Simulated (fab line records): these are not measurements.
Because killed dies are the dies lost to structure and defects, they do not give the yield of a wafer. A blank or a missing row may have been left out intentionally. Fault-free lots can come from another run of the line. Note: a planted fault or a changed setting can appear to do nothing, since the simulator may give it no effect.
Matching of chambers    flow n5_finfet    ald_metal-01 running N5_BEOL_M6_ALD_77: 4 sister chambers
The step deposits TaN, target thk 2 nm, pulse time 2 s, purge time 3 s. 16 wafers are shown with their chamber, then 8 later ones without.

EACH WAFER AND ITS CHAMBER
wafer   chamber  heater_power_w (W)
L077.1  3        350
L077.4  1        396
L077.6  2        371
L078.4  0        357
L078.5  3        353
L078.6  0        352
L080.3  0        360
L080.4  2        367
L080.5  3        353
L083.2  3        348
L083.3  0        351
L083.4  2        372
L086.3  1        379
L086.5  1        383
L086.6  2        413
L088.2  1        388

SIGNATURES, as means of the wafers listed above
reading         chamber 0  chamber 1  chamber 2  chamber 3  scatter within a chamber
heater_power_w  355.00     386.50     380.75     351.00     11.7
Rule: a wafer lies at a distance from a chamber equal to the root of the sum of squares, over the readings, of (its reading less the chamber's mean, divided by the reading's scatter). The wafer belongs to the nearest chamber; if the next one is less than 2 further off, it can't be placed. The scatter: take each reading less its chamber's mean, square it, sum over the shown wafers, divide by the number of wafers less the number of chambers, and take the root.

WAFERS WITHOUT THEIR CHAMBER
wafer   heater_power_w (W)
L088.5  346
L088.6  331
L091.1  322
L091.2  341
L091.3  381
L082.1  339
L082.3  406
L082.6  379

WHICH CHAMBER EACH ONE RAN IN
wafer   from the rows above           in truth
L088.5  can't be placed: 3 or 0       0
L088.6  can't be placed: 3 or 0       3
L091.1  can't be placed: 3 or 0       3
L091.2  can't be placed: 3 or 0       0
L091.3  can't be placed: 2 or 1       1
L082.1  can't be placed: 3 or 0       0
L082.3  can't be placed: 1 or 2       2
L082.6  can't be placed: 2 or 1 or 0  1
Correct placement for 0 of the 8. Can't be placed from these rows: 8 (the true chamber is among the candidates in 8). Placed wrongly: 0.
